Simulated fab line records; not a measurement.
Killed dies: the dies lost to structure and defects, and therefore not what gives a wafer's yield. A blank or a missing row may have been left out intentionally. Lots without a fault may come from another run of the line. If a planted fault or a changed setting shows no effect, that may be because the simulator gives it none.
Matching of chambers || flow n5-finfet || N5_MIM_TOP_ETCH_PECVD_03 on pecvd-04 has 3 sister chambers
The step deposits SiNx from SiH4/NH3/N2, target thk 20 nm, time 17.6 s. 3 wafers are shown with their chamber, then 10 later ones without.

## WAFERS PAIRED WITH THEIR CHAMBERS
{"wafer": "L085.5", "chamber": 2, "showerhead-plenum-p-Torr (Torr)": 5.14}
{"wafer": "L089.1", "chamber": 0, "showerhead-plenum-p-Torr (Torr)": 5.07}
{"wafer": "L089.2", "chamber": 1, "showerhead-plenum-p-Torr (Torr)": 5.23}

## WAFERS WITH NO CHAMBER GIVEN
{"wafer": "L089.6", "showerhead-plenum-p-Torr (Torr)": 5.25}
{"wafer": "L090.1", "showerhead-plenum-p-Torr (Torr)": 5.15}
{"wafer": "L090.4", "showerhead-plenum-p-Torr (Torr)": 5.05}
{"wafer": "L090.5", "showerhead-plenum-p-Torr (Torr)": 5.24}
{"wafer": "L091.3", "showerhead-plenum-p-Torr (Torr)": 5.24}
{"wafer": "L091.4", "showerhead-plenum-p-Torr (Torr)": 5.06}
{"wafer": "L091.5", "showerhead-plenum-p-Torr (Torr)": 5.23}
{"wafer": "L097.1", "showerhead-plenum-p-Torr (Torr)": 5.16}
{"wafer": "L097.2", "showerhead-plenum-p-Torr (Torr)": 5.24}
{"wafer": "L097.5", "showerhead-plenum-p-Torr (Torr)": 5.05}

## EACH ONE'S CHAMBER
{"wafer": "L089.6", "from the rows above": 1, "in truth": 1}
{"wafer": "L090.1", "from the rows above": 2, "in truth": 2}
{"wafer": "L090.4", "from the rows above": 0, "in truth": 0}
{"wafer": "L090.5", "from the rows above": 1, "in truth": 1}
{"wafer": "L091.3", "from the rows above": 1, "in truth": 1}
{"wafer": "L091.4", "from the rows above": 0, "in truth": 0}
{"wafer": "L091.5", "from the rows above": 1, "in truth": 1}
{"wafer": "L097.1", "from the rows above": 2, "in truth": 2}
{"wafer": "L097.2", "from the rows above": 1, "in truth": 1}
{"wafer": "L097.5", "from the rows above": 0, "in truth": 0}
Correct placement for 10 of the 10. Can't be placed from these rows: 0. 0 placed wrongly.
How it was worked out, from the rows above alone: a wafer's distance from a chamber is the root of the sum, over the readings, of the square of ((its reading less the chamber's mean) divided by the reading's scatter). If the next closest chamber is less than 2 further off than the closest, the wafer can't be placed; otherwise it belongs to the closest. A chamber's mean is the mean of its shown wafers. The scatter: with one shown wafer a chamber, the root of the mean of the squares of how far each hidden wafer lies from its nearest shown one.
